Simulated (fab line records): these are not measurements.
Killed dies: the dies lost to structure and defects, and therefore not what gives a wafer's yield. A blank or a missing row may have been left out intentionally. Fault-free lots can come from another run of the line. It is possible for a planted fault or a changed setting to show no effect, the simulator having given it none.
Which tool did it?	flow nand-harc	42 wafers from 14 lots sampled at 6 of the route's 1159 steps

## WHAT THE GAUGES READ, wafer by wafer
NHARC_A_M0_THK_MEAS_24: measures by xrf.
lot	measured	on	thk-nm (nm)
L927	day 17 20:35	film-metro-01	114.8 112.0 115.2
L928	day 17 21:11	film-metro-01	115.6 113.4 113.0
L929	day 17 22:56	film-metro-02	114.4 113.1 116.2
L925	day 17 23:48	film-metro-02	115.6 119.9 113.4
L930	day 18 15:43	film-metro-02	115.5 112.8 113.5
L926	day 18 19:06	film-metro-02	113.1 113.8 113.0
L931	day 18 21:23	film-metro-01	114.9 116.1 114.2
L932	day 19 20:14	film-metro-02	112.1 113.7 114.3
L934	day 19 20:32	film-metro-02	112.3 112.9 111.3
L933	day 20 02:51	film-metro-01	112.5 114.2 114.6
L936	day 20 22:44	film-metro-01	114.1 114.2 111.8
L938	day 20 23:52	film-metro-01	112.9 112.7 110.1
L943	day 22 02:57	film-metro-02	114.2 116.4 114.9
L948	day 23 09:17	film-metro-02	113.9 111.7 112.1

NHARC_A_M1_CD_MEAS_09: target cd 120 nm.
lot	measured	on	cd-nm (nm)
L927	day 17 22:00	cd-sem-03	119.6 119.2 119.7
L928	day 17 22:43	cd-sem-02	120.6 120.1 118.5
L929	day 18 00:34	cd-sem-01	120.4 119.6 119.7
L925	day 18 01:18	cd-sem-02	119.4 119.1 120.8
L930	day 18 17:46	cd-sem-02	118.8 119.4 119.7
L926	day 19 01:04	cd-sem-01	118.7 119.2 119.6
L931	day 19 01:29	cd-sem-01	119.3 120.2 120.1
L932	day 19 21:38	cd-sem-01	119.3 119.6 119.2
L934	day 19 22:05	cd-sem-01	120.6 121.8 120.3
L933	day 20 04:25	cd-sem-01	119.8 118.9 119.4
L936	day 21 00:16	cd-sem-02	120.6 118.9 120.4
L938	day 21 01:25	cd-sem-02	118.7 119.4 119.8
L943	day 22 04:29	cd-sem-03	37.2 120.5 37.6
L948	day 23 10:49	cd-sem-01	119.8 119.1 36.1

NHARC_A_M1_CD_MEAS_16.
lot	measured	on	cd-nm (nm)
L927	day 17 22:29	cd-sem-03	119.1 118.9 117.6
L928	day 17 23:13	cd-sem-03	120.4 120.1 118.1
L929	day 18 01:03	cd-sem-02	120.9 118.7 119.9
L925	day 18 01:47	cd-sem-03	119.8 119.6 120.6
L930	day 18 18:15	cd-sem-03	118.6 119.5 118.0
L926	day 19 01:35	cd-sem-02	118.8 121.1 119.5
L931	day 19 02:08	cd-sem-01	119.5 121.0 120.6
L932	day 19 22:08	cd-sem-02	121.5 120.8 119.7
L934	day 19 22:37	cd-sem-02	121.1 121.9 119.7
L933	day 20 04:56	cd-sem-02	120.4 120.3 117.9
L936	day 21 00:46	cd-sem-01	121.6 119.8 121.5
L938	day 21 01:55	cd-sem-02	119.8 118.1 120.0
L943	day 22 04:58	cd-sem-02	36.7 120.5 38.4
L948	day 23 11:19	cd-sem-03	121.5 119.5 37.4

## WHAT TOOL EACH LOT RAN ON (gives the tool, then ch and the chambers of the sampled wafers, and finally the start)
lot	NHARC_A_M0_DEGAS_28	NHARC_A_M0_DEP_32	NHARC_A_M1_PEB_07
L927	pvd-sputter-01, day 17 19:08	pecvd-02 ch 0,1,2, day 17 20:53	litho-track-04 ch 0, day 17 21:55
L928	pvd-sputter-03, day 17 19:46	pecvd-02 ch 1,2, day 17 21:29	litho-track-01 ch 0, day 17 22:38
L929	pvd-sputter-02, day 17 21:32	pecvd-01 ch 1,2, day 17 23:17	litho-track-01 ch 0, day 18 00:29
L925	pvd-sputter-03, day 17 22:22	pecvd-01 ch 1,2, day 18 00:11	litho-track-04 ch 0, day 18 01:13
L930	pvd-sputter-02, day 18 14:19	pecvd-02 ch 1,2, day 18 16:34	litho-track-04 ch 0, day 18 17:41
L926	pvd-sputter-03, day 18 17:38	pecvd-04 ch 0,1, day 18 23:57	litho-track-04 ch 0, day 19 00:59
L931	pvd-sputter-02, day 18 19:58	pecvd-02 ch 0,1, day 19 00:05	litho-track-06 ch 0, day 19 01:24
L932	pvd-sputter-01, day 19 18:50	pecvd-04 ch 0,1,2, day 19 20:32	litho-track-04 ch 0, day 19 21:33
L934	pvd-sputter-03, day 19 19:05	pecvd-01 ch 0,1,2, day 19 20:56	litho-track-04 ch 0, day 19 22:00
L933	pvd-sputter-01, day 20 01:26	pecvd-02 ch 0,1, day 20 03:14	litho-track-04 ch 0, day 20 04:21
L936	pvd-sputter-03, day 20 21:20	pecvd-01 ch 0,1,2, day 20 23:02	litho-track-01 ch 0, day 21 00:11
L938	pvd-sputter-03, day 20 22:26	pecvd-01 ch 0,1,2, day 21 00:13	litho-track-04 ch 0, day 21 01:20
L943	pvd-sputter-02, day 22 01:24	pecvd-01 ch 0,1,2, day 22 03:15	litho-track-01 ch 0, day 22 04:24
L948	pvd-sputter-02, day 23 07:37	pecvd-02 ch 1,2, day 23 09:36	litho-track-01 ch 0, day 23 10:44
- NHARC_A_M0_DEGAS_28: time 60 s.
- NHARC_A_M0_DEP_32: deposits SiCN, target thk 30 nm.
- NHARC_A_M1_PEB_07: peb time 65 s.

## WHAT THE TOOLS THEMSELVES READ (means of the sampled wafers that have a number; where no wafer has one, the mark that the record gives instead)
NHARC_A_M0_DEGAS_28.
lot	tool	heater-power-w (W)
L927	pvd-sputter-01	301
L928	pvd-sputter-03	301
L929	pvd-sputter-02	342
L925	pvd-sputter-03	300
L930	pvd-sputter-02	312
L926	pvd-sputter-03	307
L931	pvd-sputter-02	320
L932	pvd-sputter-01	302
L934	pvd-sputter-03	341
L933	pvd-sputter-01	292
L936	pvd-sputter-03	286
L938	pvd-sputter-03	331
L943	pvd-sputter-02	312
L948	pvd-sputter-02	319

NHARC_A_M0_DEP_32.
lot	tool	heater-power-w (W)	rf-fwd-power-W (W)
L927	pecvd-02	607	448.4
L928	pecvd-02	508	448.4
L929	pecvd-01	455	447.9
L925	pecvd-01	497	448.1
L930	pecvd-02	552	450.6
L926	pecvd-04	658	448.1
L931	pecvd-02	661	448.5
L932	pecvd-04	658	448.3
L934	pecvd-01	533	450.5
L933	pecvd-02	609	449.4
L936	pecvd-01	517	447.7
L938	pecvd-01	536	448.8
L943	pecvd-01	549	448.6
L948	pecvd-02	529	449.7

NHARC_A_M1_PEB_07.
lot	tool	exhaust-pa (Pa)	heater-power-total-W (W)
L927	litho-track-04	45.0	156.7
L928	litho-track-01	45.3	156.7
L929	litho-track-01	45.6	156.2
L925	litho-track-04	44.7	156.3
L930	litho-track-04	44.6	156.7
L926	litho-track-04	44.1	156.9
L931	litho-track-06	45.8	156.3
L932	litho-track-04	45.3	156.6
L934	litho-track-04	43.3	156.2
L933	litho-track-04	45.4	156.5
L936	litho-track-01	45.5	156.8
L938	litho-track-04	44.7	156.6
L943	litho-track-01	45.4	318.1
L948	litho-track-01	44.1	236.2

## THE ANSWER, worked out from the rows above alone
Rule: what is usual is taken from the lots themselves. The widest of any qualifying gaps counts: lots, ordered by their means at a reading, are off when they make up no more than a third of the lots, leave a main group of 4 or more, and stand apart from it by 3 or more times the standard deviation of that group's means. If all means in a main group match to the digits the tables above print for the reading, that group is not used. Also off: a lot with no number at a reading for which 4 or more lots have one. All remaining lots with rows at the step are treated as sound. The gauges are gone through in route order, then the tools' own readings, and for those a lot's mean is taken as printed above. The first step at which some lot is off is used, and at that step the reading that is off furthest; a lot without a number counts as furthest.
Off, at NHARC_A_M1_CD_MEAS_09 on cd-nm: L943, L948. Mean 119.7 nm and standard deviation 0.45 in the main group.
A tool fits if, at a process step before that reading, it ran every lot that is off, and no sound lot after the first of them. The gauges at NHARC_A_M1_CD_MEAS_09 aren't tried: what is off there is off at NHARC_A_M1_PEB_07 too, on other tools, and a gauge's error can't cause that. Can't be told from this: 2 tools fit, pvd-sputter-02 at NHARC_A_M0_DEGAS_28, litho-track-01 at NHARC_A_M1_PEB_07.

## WHAT THE SIMULATOR HAD INSERTED
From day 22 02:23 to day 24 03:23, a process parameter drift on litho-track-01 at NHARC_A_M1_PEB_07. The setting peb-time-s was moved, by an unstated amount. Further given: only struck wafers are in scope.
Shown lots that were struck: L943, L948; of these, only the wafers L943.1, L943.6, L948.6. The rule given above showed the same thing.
